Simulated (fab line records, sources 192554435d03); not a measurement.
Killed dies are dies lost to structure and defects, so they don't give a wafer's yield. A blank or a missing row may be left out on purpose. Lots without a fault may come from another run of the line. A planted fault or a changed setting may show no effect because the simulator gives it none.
Problem report in the 8D (eight disciplines) form, filled by code | flow n5_finfet | the parts of the form that need people (team, actions taken, sign-off) are left out

1. THE PROBLEM
time_to_endpoint_s at N5_BEOL_M10_CMP_52 reads a mean of 108.0 s on 2 wafers of 2 lots; wafers without a fault read 66.4 s with a standard deviation of 2.3. That is +18 standard deviations from the usual mean.
The step: polishes, stops on SiCOH lowk, t overpolish 7 s, target thk 140 nm.
First seen on wafer L909.5, day 13 10:19, on cmp-01. The record holds 33 wafers of 11 lots with a number at this step. Rule for "out", or "out of limits": more than 4 standard deviations from the usual mean. The other wafers with a number count as sound.

2. WHAT IT IS AND WHAT IT IS NOT
question                    | is                 | is not
which readings at this step | time_to_endpoint_s | clearing_platen_rpm, motor_current_A
which lots                  | L909, L911         | L903, L904, L906, L907, L918, L920, L921, L923, L925
which wafers of those lots  | L909.5, L911.5     | L909.2, L909.3, L911.1, L911.3
read on which tools         | cmp-01, cmp-02     | cmp-04
when                        | from day 13 10:19  | up to then (14 sound wafers); but 17 sound wafers of L911, L918, L920, L921, L923, L925 came after

3. SUSPECTS, AND WHAT RULES EACH OUT
Counting: a tool at a process step up to the reading stays a suspect if it ran every lot that is out. Sound lots after the first of them don't rule it out here, since some wafers of a struck lot are sound.
- ecd_cu-01 at N5_BEOL_M10_ECD_50 (material Cu, target thk 318 nm): kept. It ran every lot that is out, first L909 (day 13 09:29); its last sound lot up to then is L907 (day 13 00:43).
Left after counting: ecd_cu-01 at N5_BEOL_M10_ECD_50.

4. THE CAUSE (what the simulator had put in)
Process parameter drift: ecd_cu-01, from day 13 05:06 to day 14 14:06, at N5_BEOL_M10_ECD_50. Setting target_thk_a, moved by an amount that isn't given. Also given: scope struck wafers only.
Counting left only this tool.

5. THE CHAIN OF EFFECTS, in route order
Each row: a reading whose mean over the struck wafers that have a number lies more than 3 standard deviations from the usual. Only readings for which the record gives a usual standard deviation are gone through. hours: the time from each lot's start at the first step in this table that gives one to its start at this step, as a median over the lots. sigmas: the change in usual standard deviations.
hours | step               | reading            | usual  | on struck wafers | change | sigmas
0     | N5_BEOL_M10_CMP_52 | time_to_endpoint_s | 66.4 s | 108.0            | +41.5  | +18
The process steps in it:
- N5_BEOL_M10_CMP_52: polishes, stops on SiCOH lowk, t overpolish 7 s, target thk 140 nm.
Later measuring or inspecting steps at which every struck wafer that the step has a row for has a number for every such reading, and none has moved that far: N5_BEOL_M10_THK_MEAS_53, N5_BEOL_M10_RS_MEAS_57.

6. WHAT WOULD HAVE CAUGHT IT SOONER
In this record the first reading out of limits was taken at day 13 10:19, 5 hours after the fault began at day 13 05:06.
Of the lots that are out (2), L911 began N5_BEOL_M10_ECD_50 on ecd_cu-01 after day 13 10:19. A hold on the tool at that time would have spared it.
